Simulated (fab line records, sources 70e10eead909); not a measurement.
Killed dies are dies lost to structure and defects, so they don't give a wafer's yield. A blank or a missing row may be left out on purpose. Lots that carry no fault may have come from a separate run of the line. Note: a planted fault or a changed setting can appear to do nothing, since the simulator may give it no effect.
Chamber matching | flow nand_harc | rie_diel-08 running NHARC_P_GATE_DESCUM_13: 4 sister chambers
The step chemistry O2, time 3 s. 8 wafers are shown with their chamber, then 10 later ones without.

## WAFERS WITH THEIR CHAMBER
wafer  | chamber | drypump_motor_current_A (A) | oes_product_au (a.u.)
L079.4 | 2       | 5.5                         | 0.994
L080.3 | 3       | 5.8                         | 0.984
L081.3 | 2       | 5.4                         | 1.006
L082.1 | 1       | 5.5                         | 1.020
L082.2 | 0       | 5.1                         | 0.988
L082.5 | 0       | 5.1                         | 0.979
L086.3 | 1       | 5.5                         | 1.008
L086.4 | 3       | 5.8                         | 1.000

## WAFERS WITH NO CHAMBER GIVEN
wafer  | drypump_motor_current_A (A) | oes_product_au (a.u.)
L086.5 | 5.5                         | 1.004
L088.3 | 5.5                         | 1.008
L088.5 | 5.8                         | 0.997
L088.6 | 5.4                         | 1.003
L090.1 | 5.5                         | 0.998
L090.2 | 5.8                         | 0.990
L090.4 | 5.1                         | 1.006
L095.1 | 5.8                         | 0.985
L095.2 | 5.5                         | 0.994
L095.4 | 5.6                         | 0.988

## WHICH CHAMBER EACH WENT THROUGH
wafer  | from the rows above          | in truth
L086.5 | can't be placed: 1 or 2      | 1
L088.3 | can't be placed: 1 or 2      | 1
L088.5 | 3                            | 3
L088.6 | can't be placed: 2 or 1      | 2
L090.1 | can't be placed: 2 or 1      | 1
L090.2 | 3                            | 3
L090.4 | 0                            | 0
L095.1 | 3                            | 3
L095.2 | can't be placed: 2 or 1      | 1
L095.4 | can't be placed: 1 or 2 or 3 | 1
Correctly placed: 4 of 10. From these rows, 6 cannot be placed; in 6 the true chamber is one of the candidates. Placed wrongly: 0.
How it was worked out, from the rows above alone: a wafer's distance from a chamber is the root of the sum, over the readings, of the square of ((its reading less the chamber's mean) divided by the reading's scatter). The wafer belongs to the nearest chamber; if the next one is less than 2 further off, it can't be placed. A chamber's mean is the mean of its shown wafers. How the scatter is found: for the shown wafers, subtract from each reading the mean of its chamber, square and add these, divide the total by (wafers less chambers), then take the root.
